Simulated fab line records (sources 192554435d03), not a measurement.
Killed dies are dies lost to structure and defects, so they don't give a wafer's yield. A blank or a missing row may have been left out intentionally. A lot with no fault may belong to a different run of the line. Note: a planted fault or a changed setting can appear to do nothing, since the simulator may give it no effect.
Chamber matching :: flow n5 finfet :: N5_SD_EPI_N_DESCUM_14 on rie diel-02 has 4 sister chambers
The step chemistry O2, time 7.9 s. 4 wafers are shown with their chamber, then 8 later ones without.

WAFERS, EACH WITH ITS CHAMBER
wafer: L082.2
chamber: 0
showerhead plenum p Torr (Torr): 2.05

wafer: L083.5
chamber: 1
showerhead plenum p Torr (Torr): 2.17

wafer: L083.6
chamber: 2
showerhead plenum p Torr (Torr): 2.26

wafer: L086.2
chamber: 3
showerhead plenum p Torr (Torr): 2.10

WAFERS WITH NO CHAMBER GIVEN
wafer: L086.4
showerhead plenum p Torr (Torr): 2.25

wafer: L086.5
showerhead plenum p Torr (Torr): 2.25

wafer: L093.1
showerhead plenum p Torr (Torr): 2.04

wafer: L093.2
showerhead plenum p Torr (Torr): 2.25

wafer: L093.6
showerhead plenum p Torr (Torr): 2.16

wafer: L097.2
showerhead plenum p Torr (Torr): 2.16

wafer: L097.3
showerhead plenum p Torr (Torr): 2.04

wafer: L097.5
showerhead plenum p Torr (Torr): 2.25

WHICH CHAMBER EACH WENT THROUGH
wafer: L086.4
from the rows above: 2
in truth: 2

wafer: L086.5
from the rows above: 2
in truth: 2

wafer: L093.1
from the rows above: 0
in truth: 0

wafer: L093.2
from the rows above: 2
in truth: 2

wafer: L093.6
from the rows above: 1
in truth: 1

wafer: L097.2
from the rows above: 1
in truth: 1

wafer: L097.3
from the rows above: 0
in truth: 0

wafer: L097.5
from the rows above: 2
in truth: 2
Correctly placed: 8 of 8. Number that these rows cannot place: 0. 0 placed wrongly.
How it was worked out, from the rows above alone: a wafer's distance from a chamber is the root of the sum, over the readings, of the square of ((its reading less the chamber's mean) divided by the reading's scatter). The wafer belongs to the nearest chamber; if the next one is less than 2 further off, it can't be placed. Each chamber's mean is taken over the wafers shown for it. The scatter: root of mean squared gap, hidden wafer to nearest shown wafer, with one shown wafer a chamber.
